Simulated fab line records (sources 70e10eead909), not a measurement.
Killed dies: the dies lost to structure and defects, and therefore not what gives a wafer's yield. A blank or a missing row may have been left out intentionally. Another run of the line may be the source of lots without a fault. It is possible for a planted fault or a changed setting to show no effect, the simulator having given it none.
fab line records	flow nand_harc
record lots=6	wafers=17	last_day=33
route steps=1302 shown P_GATE@175 END@1302
lots that met no fault: taken from a fault-free run of the same line
start_h: start of the lot's first displayed wafer, in hours after the record's first day	wait_h: hours since the lot's step before	" identical to the entry in the row above	L1.1+2: a row that stands for several wafers	- value missing, or start not given	* or withheld: withheld	< > ~ a bound
route shown NAME@n: NAME is a module with steps in the file, n the number in the route of the first one	usual: mean/standard deviation of fault-free wafers	same: alike in all rows	chamber/n: place in a boat	sites: per-site readings	_std_site: standard deviation across them	_edge_site: the outer-site mean with the inner-site mean subtracted	radius_mm: how far each site lies from the wafer's centre	mask NAME#n: copy n	behind: the last tool/chamber to shape the wafer	hold: reason for holding the lot/hours on hold/outcome of the hold	device: which transistor (n, p or np) failed to switch	end of line: tests of these same wafers at the route's end	a step given without rows: its recipe and nothing more	killed: count of dies lost to structure and defects at first sort (not the wafer's yield)	map: the dies of a wafer, with x for killed, . for not killed, _ for no die there
set.NAME: the setting the step ran with; set.NAME@STEP: the setting that earlier step ran with	model.NAME: the simulator's own value behind a step, which no gauge read
lots seen at some steps along the route; tables by step, rows by wafer
services: the hour from which a tool's chamber was out of use, counted from the record's first day as start_h (under 0 if before that day), plus the number of hours and why
## steps
# step NHARC_P_GATE_STRIP_75
# recipe power_w=1500	temp_c=250	chemistry=O2
# usual drypump_motor_current_A=5.6/0.44	heater_power_w=314/36
lot.wafer	tool	chamber	start_h	wait_h	drypump_motor_current_A	heater_power_w	rf_hours_counter_h
L211.2	plasma_asher-01	1	154.01	0.3	6.2	268	32
L211.4	"	1	"	"	6.2	269	-
L211.3	"	0	"	"	5.4	289	-
L217.2	plasma_asher-02	0	213.72	0.3	5.7	340	28
L217.4	"	0	"	"	5.7	334	-
L217.5	"	1	"	"	5.0	339	-
L219.2	plasma_asher-02	0	228.74	0.2	5.7	342	31
L219.3	"	0	"	"	5.7	330	-
L225.2	plasma_asher-01	1	291.40	0.2	6.2	264	26
L225.4	"	0	"	"	5.4	294	-
L225.6	"	0	"	"	5.4	293	-
L229.1	plasma_asher-01	1	332.80	0.2	6.2	267	37
L229.3	"	0	"	"	5.4	301	-
L229.4	"	1	"	"	6.2	260	-
L230.2	plasma_asher-02	0	339.20	0.3	5.7	349	14
L230.1	"	1	"	"	5.0	359	14
L230.5	"	1	"	"	5.0	352	-
# step NHARC_P_GATE_STRIP_50
# recipe time_s=900	temp_c=130	chemistry=SPM
# step NHARC_P_GATE_DEHYDRATE_51
# recipe temp_c=150	time_s=120
# step NHARC_P_GATE_HMDS_52
# recipe time_s=30
# step NHARC_P_GATE_COAT_53
# recipe spin_rpm=3000
# step NHARC_P_GATE_SOFTBAKE_54
# recipe temp_c=122	time_s=95
# step NHARC_P_GATE_EBR_55
# step NHARC_P_GATE_EXPOSE_56
# recipe na=0.6	target_cd_nm=720	dose_mj=14.81	mask_id=P_PSD
# step NHARC_P_GATE_PEB_57
# recipe peb_temp_c=118	peb_time_s=85
# step NHARC_P_GATE_DEVELOP_58
# recipe time_s=70
# step NHARC_P_GATE_CD_MEAS_59
# recipe target_cd_nm=720	landing_energy_ev=500
# usual cd_nm=720.9/1.6
lot.wafer	tool	chamber	start_h	wait_h	cd_nm
L211.2	cd_sem-02	0	154.94	-	722.0
L211.3	"	0	"	"	720.6
L211.4	"	0	"	"	723.2
L217.2	cd_sem-03	0	214.52	-	720.8
L217.4	"	0	"	"	719.3
L217.5	"	0	"	"	721.2
L219.2	cd_sem-03	0	229.54	-	721.7
L219.3	"	0	"	"	719.5
L225.2	cd_sem-02	0	292.34	-	721.5
L225.4	"	0	"	"	718.0
L225.6	"	0	"	"	723.6
L229.1	cd_sem-03	0	333.71	-	722.8
L229.3	"	0	"	"	720.0
L229.4	"	0	"	"	722.7
L230.1	cd_sem-03	0	340.12	-	722.5
L230.2	"	0	"	"	719.0
L230.5	"	0	"	"	721.4
# step NHARC_P_GATE_HARDBAKE_60
# recipe temp_c=125	time_s=80
# step NHARC_P_GATE_DESCUM_61
# recipe time_s=3	o2_flow_sccm=200	ar_flow_sccm=0	bias_power_w=0	chemistry=O2
# usual drypump_motor_current_A=5.7/0.62	oes_product_au=0.997/0.009	rf_vpp_V=57.7/0.9	run_length_s=23.9/0.33	showerhead_plenum_p_Torr=1.88/0.068	throttle_valve_pct=11.312/0.0092
# same bias_power_w=0
lot.wafer	tool	chamber	start_h	wait_h	drypump_motor_current_A	oes_product_au	rf_hours_counter_h	rf_vpp_V	run_length_s	showerhead_plenum_p_Torr	throttle_valve_pct
L211.3	rie_diel-09	1	155.11	-	5.5	0.999	0.0	57.9	23.8	1.91	11.304
L211.4	"	2	"	"	6.3	0.998	0.0	56.2	24.4	1.95	11.326
L211.2	"	3	"	"	5.2	0.983	0.0	56.5	23.7	1.88	11.309
L217.2	rie_diel-09	1	214.68	-	5.4	0.988	3.2	57.5	22.2	1.91	11.317
L217.4	"	2	"	"	6.3	0.993	3.3	57.7	24.1	1.95	11.314
L217.5	"	1	"	"	5.4	0.995	-	57.3	24.0	1.91	11.323
L219.2	rie_diel-09	1	229.71	-	5.5	0.994	3.9	58.1	22.3	1.91	11.307
L219.3	"	2	"	"	6.4	0.999	4.0	58.5	23.8	1.95	11.313
L225.2	rie_diel-04	0	292.50	-	5.6	1.005	6.4	58.0	23.7	1.92	11.303
L225.4	"	2	"	"	5.8	0.997	6.1	58.9	23.6	1.98	11.301
L225.6	"	1	"	"	5.7	0.986	-	58.7	23.5	1.79	11.322
L229.3	rie_diel-09	2	333.88	-	6.4	0.990	0.1	57.8	24.4	1.95	11.313
L229.4	"	3	"	"	5.2	0.999	0.1	57.1	24.3	1.87	11.319
L229.1	"	0	"	"	5.0	1.001	0.1	58.2	23.9	1.79	11.312
L230.2	rie_diel-12	0	340.28	-	6.6	0.998	2.7	58.4	24.3	1.98	11.309
L230.1	"	1	"	"	4.7	0.999	2.6	57.0	23.4	1.78	11.299
L230.5	"	1	"	"	4.7	0.999	-	57.6	23.6	1.78	11.312
# step NHARC_P_GATE_IMPLANT_62
# recipe energy_kev=20	dose_cm2=3e+15	tilt_deg=7
# step NHARC_END_SORT_01
# recipe temp_c=25
# usual killed_at_array=55/12	killed_at_other=1.0/1.2	killed_at_periphery=3.9/2.6	killed_dies=60/12	killed_open=3.3/1.9	killed_short=2.5/1.8
# same gross_dies=677
lot.wafer	tool	chamber	start_h	wait_h	killed_at_array	killed_at_other	killed_at_periphery	killed_dies	killed_open	killed_short
L211.2	prober-01	0	593.57	2.8	69	1	4	74	2	1
L211.3	prober-01	0	594.37	3.1	80	1	6	87	5	8
L211.4	prober-01	0	595.17	3.4	93	1	1	95	4	1
L217.2	prober-02	0	671.16	2.8	65	0	7	72	7	3
L217.4	prober-02	0	672.77	3.4	54	2	1	57	4	0
L217.5	prober-02	0	673.57	3.7	62	0	2	64	3	2
L230.1	prober-01	0	776.85	2.5	55	0	4	59	2	1
L230.2	prober-01	0	777.65	2.8	55	0	4	59	2	3
L230.5	prober-01	0	780.06	3.7	76	0	6	82	4	1
# killed by level:class
L211.2 A_CHANNEL_HOLE_D1:chamber_film_flake=30 A_SLIT:chamber_film_flake=20 A_CONTACT:chamber_film_flake=7 A_CHANNEL_HOLE_D2:chamber_film_flake=6 A_STAIRCASE:chamber_film_flake=3 A_CHANNEL_FILL_D1:geometric_particle:open=2 P_ZERO_WELL:chamber_film_flake=2 P_M0:geometric_particle:short=1
L211.3 A_SLIT:chamber_film_flake=28 A_CHANNEL_HOLE_D1:chamber_film_flake=24 A_CONTACT:chamber_film_flake=6 A_STAIRCASE:chamber_film_flake=5 A_CHANNEL_HOLE_D2:chamber_film_flake=4 A_WL_FILL:geometric_particle:short=2 A_M0:geometric_particle:short=2 P_ZERO_WELL:chamber_film_flake=2
L211.4 A_CHANNEL_HOLE_D1:chamber_film_flake=29 A_SLIT:chamber_film_flake=24 A_STAIRCASE:chamber_film_flake=10 A_CHANNEL_HOLE_D2:chamber_film_flake=9 A_CONTACT:chamber_film_flake=9 A_WL_FILL:chamber_film_flake=5 A_DECK1_JOINT:chamber_film_flake=2 A_DECK1_JOINT:geometric_particle:open=1
L217.2 A_CHANNEL_HOLE_D1:chamber_film_flake=24 A_CHANNEL_HOLE_D2:chamber_film_flake=14 A_CONTACT:chamber_film_flake=10 A_ZERO_WELL:chamber_film_flake=4 A_SLIT:chamber_film_flake=4 P_GATE:geometric_particle:open=2 A_CHANNEL_FILL_D2:geometric_particle:short=2 P_GATE:chamber_film_flake=2
L217.4 A_CHANNEL_HOLE_D1:chamber_film_flake=32 A_CHANNEL_HOLE_D2:chamber_film_flake=12 A_CHANNEL_FILL_D1:geometric_particle:open=2 THIN_TSV:chamber_film_flake=2 A_CONTACT:chamber_film_flake=2 A_CHANNEL_FILL_D2:geometric_particle:open=1 A_SGD_CUT:geometric_particle:open=1 P_GATE:chamber_film_flake=1
L217.5 A_CHANNEL_HOLE_D1:chamber_film_flake=26 A_CHANNEL_HOLE_D2:chamber_film_flake=21 A_ZERO_WELL:chamber_film_flake=3 A_CONTACT:chamber_film_flake=3 A_WL_FILL:chamber_film_flake=2 P_CONTACT:geometric_particle:open=1 A_CHANNEL_FILL_D1:geometric_particle:open=1 A_CHANNEL_FILL_D2:geometric_particle:short=1
L230.1 A_SLIT:chamber_film_flake=30 A_CHANNEL_HOLE_D1:chamber_film_flake=10 A_CONTACT:chamber_film_flake=7 A_STAIRCASE:chamber_film_flake=4 P_M0:chamber_film_flake=3 A_CHANNEL_FILL_D2:geometric_particle:open=1 A_CHANNEL_FILL_D2:geometric_particle:short=1 A_M0:geometric_particle:open=1
L230.2 A_SLIT:chamber_film_flake=23 A_CHANNEL_HOLE_D1:chamber_film_flake=15 A_STAIRCASE:chamber_film_flake=8 A_CHANNEL_FILL_D2:geometric_particle:short=2 P_M0:chamber_film_flake=2 A_CHANNEL_FILL_D1:chamber_film_flake=2 P_M0:geometric_particle:short=1 A_ONON_D2:geometric_particle:open=1
L230.5 A_SLIT:chamber_film_flake=38 A_CHANNEL_HOLE_D1:chamber_film_flake=20 P_M0:chamber_film_flake=4 A_STAIRCASE:chamber_film_flake=4 A_CONTACT:chamber_film_flake=4 A_CHANNEL_FILL_D1:chamber_film_flake=3 A_ONON_D1:geometric_particle:open=1 A_CHANNEL_FILL_D2:geometric_particle:short=1
## services
tool	chamber	start_h	hours	kind
rie_diel-04	1	132.70	1.3	repair
rie_diel-12	3	139.04	2.6	repair
rie_diel-09	-	143.10	9.0	pm
rie_diel-09	0	143.10	9.0	vent_cycle
rie_diel-09	1	143.10	9.0	vent_cycle
rie_diel-09	2	143.10	9.0	vent_cycle
rie_diel-09	3	143.10	9.0	vent_cycle
rie_diel-09	0	152.10	-	clean
rie_diel-09	1	152.10	-	clean
plasma_asher-01	-	165.00	9.0	pm
rie_diel-12	1	165.31	4.3	repair
rie_diel-04	-	177.90	9.0	pm
rie_diel-04	2	232.60	11.0	repair
rie_diel-09	2	233.44	7.4	repair
plasma_asher-02	-	249.23	9.0	pm
plasma_asher-02	-	267.15	9.2	repair
rie_diel-12	-	268.40	9.0	pm
rie_diel-12	0	288.66	8.2	repair
rie_diel-04	3	294.22	8.4	repair
rie_diel-04	0	298.58	8.8	repair
rie_diel-09	0	309.45	8.7	repair
plasma_asher-02	-	311.32	9.8	repair
rie_diel-09	-	320.10	9.0	pm
rie_diel-09	1	334.70	35.7	repair
## key
first_sign step=NHARC_P_GATE_DESCUM_61	reading=run_length_s	direction=down	sigmas=5	usual=*	struck=*
effect none on later readings
met_at NHARC_P_GATE_DESCUM_61
struck_wafers L217.2,L219.2
tester_left_out L217,L219
onset_between 155.11 214.68
fault kind=process_parameter_drift	tool=rie_diel-09	chamber=-	onset_h=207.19	steps=NHARC_P_GATE_DESCUM_61	channel=time_s	offset=*	shape=step	end_h=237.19	scope=struck_wafers_only	acts_in=*	stated=*
# tester_left_out: of these lots the tester's yield and bins aren't shown, on N5 and GAA mostly nor the transistor test; their killed dies are dies lost to structure and defects alone, not to doping, threshold or leakage, so they don't give the yield
